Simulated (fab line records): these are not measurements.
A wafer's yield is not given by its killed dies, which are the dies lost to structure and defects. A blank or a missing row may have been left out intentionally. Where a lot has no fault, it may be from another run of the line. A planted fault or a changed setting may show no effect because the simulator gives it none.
What tool caused it? + flow nand harc + 11 lots, 33 wafers sampled, at 4 steps of a route of 1159

WHAT EACH GAUGE READ, for each wafer
NHARC_P_GATE_CD_MEAS_26: target cd 120 nm.
| lot  | measured     | on        | cd nm (nm)                          |
|------|--------------|-----------|-------------------------------------|
| L483 | day 4 11:12  | cd sem-02 | 119.7 119.8 119.9                   |
| L484 | day 4 23:50  | cd sem-03 | 120.9 120.4 120.2                   |
| L489 | day 6 14:31  | cd sem-03 | 120.3 121.0 120.9                   |
| L492 | day 6 21:15  | cd sem-01 | 119.7 119.2 119.4                   |
| L495 | day 7 23:13  | cd sem-03 | 149.7 149.6 149.2 149.8 149.2 149.3 |
| L496 | day 7 22:28  | cd sem-03 | 120.1 119.3 119.6                   |
| L500 | day 9 01:05  | cd sem-01 | 149.0 149.4 149.4 148.6 149.3 149.9 |
| L503 | day 9 17:04  | cd sem-01 | 120.0 120.7 121.1                   |
| L504 | day 9 20:32  | cd sem-01 | 120.1 120.1 120.2                   |
| L506 | day 10 04:05 | cd sem-03 | 119.7 120.0 119.9                   |
| L505 | day 10 04:14 | cd sem-03 | 119.5 119.8 119.4                   |

TOOL THAT RAN EACH LOT (tool first, then ch and the chambers of the sampled wafers, then the start)
| lot  | NHARC_P_STI_ETCH_42               | NHARC_P_GATE_DESCUM_13            | NHARC_P_GATE_EXPOSE_23             |
|------|-----------------------------------|-----------------------------------|------------------------------------|
| L483 | rie diel-03 ch 0,3, day 2 08:44   | rie diel-04 ch 0,1, day 3 19:55   | arfi scanner-03 ch 0, day 4 11:04  |
| L484 | rie diel-12 ch 0,2, day 2 20:33   | rie diel-10 ch 2,3, day 4 08:23   | arfi scanner-03 ch 0, day 4 23:42  |
| L489 | rie diel-12 ch 1,2, day 4 02:32   | rie diel-10 ch 0,2,3, day 5 18:54 | arfi scanner-01 ch 0, day 6 14:23  |
| L492 | rie diel-03 ch 0,2,3, day 4 17:52 | rie diel-10 ch 1,2, day 6 05:23   | arfi scanner-01 ch 0, day 6 21:07  |
| L495 | rie diel-07 ch 0,1, day 5 15:03   | rie diel-04 ch 0,1,2, day 7 08:55 | arfi scanner-01 ch 0, day 7 23:05  |
| L496 | rie diel-12 ch 1,2,3, day 5 15:07 | rie diel-04 ch 1,3, day 7 09:23   | arfi scanner-02 ch 0, day 7 22:19  |
| L500 | rie diel-03 ch 1,2,3, day 6 17:50 | rie diel-04 ch 0,1,2, day 8 10:56 | arfi scanner-01 ch 0, day 9 00:56  |
| L503 | rie diel-12 ch 0,1, day 7 11:59   | rie diel-04 ch 0,2, day 9 03:17   | arfi scanner-03 ch 0, day 9 16:55  |
| L504 | rie diel-03 ch 1,2,3, day 7 18:43 | rie diel-10 ch 1,2,3, day 9 06:24 | arfi scanner-02 ch 0, day 9 20:24  |
| L506 | rie diel-03 ch 0,1,2, day 8 02:59 | rie diel-04 ch 2,3, day 9 14:33   | arfi scanner-03 ch 0, day 10 03:57 |
| L505 | rie diel-12 ch 1,2, day 8 03:10   | rie diel-04 ch 0,1, day 9 14:24   | arfi scanner-02 ch 0, day 10 04:06 |
- NHARC_P_STI_ETCH_42: etches the open film in N2/H2, target depth 80 nm, overetch 24 nm, time 61 s.
- NHARC_P_GATE_DESCUM_13: chemistry O2, time 3 s.
- NHARC_P_GATE_EXPOSE_23: exposes mask P GATE, target cd 120 nm.

THE ANSWER, worked out from the rows above alone
Rule: what is usual is taken from the lots themselves. Put in order of their means at a reading, lots are off if they are a third of the lots or fewer, leave a main group of 4 or more, and stand apart from it by a gap of 3 or more times the standard deviation of the main group's means; of several such gaps the widest counts. The tables above print the reading to a certain number of digits; a main group whose means all agree to those digits is not used. A lot without any number at a reading at which 4 lots or more have one is off too. Any other lot the step has rows for is counted as sound.
Off: L495, L500 (NHARC_P_GATE_CD_MEAS_26, cd nm). For the main group the mean is 120.0 nm and the standard deviation 0.45.
If a tool, at a process step before that reading, ran all the lots that are off and no sound lot after the first of them, it fits. Those tools and the gauges at NHARC_P_GATE_CD_MEAS_26 are tried in the same way. One fits: arfi scanner-01 at NHARC_P_GATE_EXPOSE_23. A fault onset in the window from L492 (day 6 21:07, its last sound lot) to L495 (day 7 23:05, its first lot off) fits.

WHAT THE SIMULATOR HAD INSERTED
Process parameters drifting: arfi scanner-01 at NHARC_P_GATE_EXPOSE_23, beginning at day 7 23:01. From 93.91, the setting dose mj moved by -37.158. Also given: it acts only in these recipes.
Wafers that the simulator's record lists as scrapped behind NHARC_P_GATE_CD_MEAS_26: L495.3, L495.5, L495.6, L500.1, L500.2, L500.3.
Shown lots that were struck: L495, L500. The same result came from the rule above.
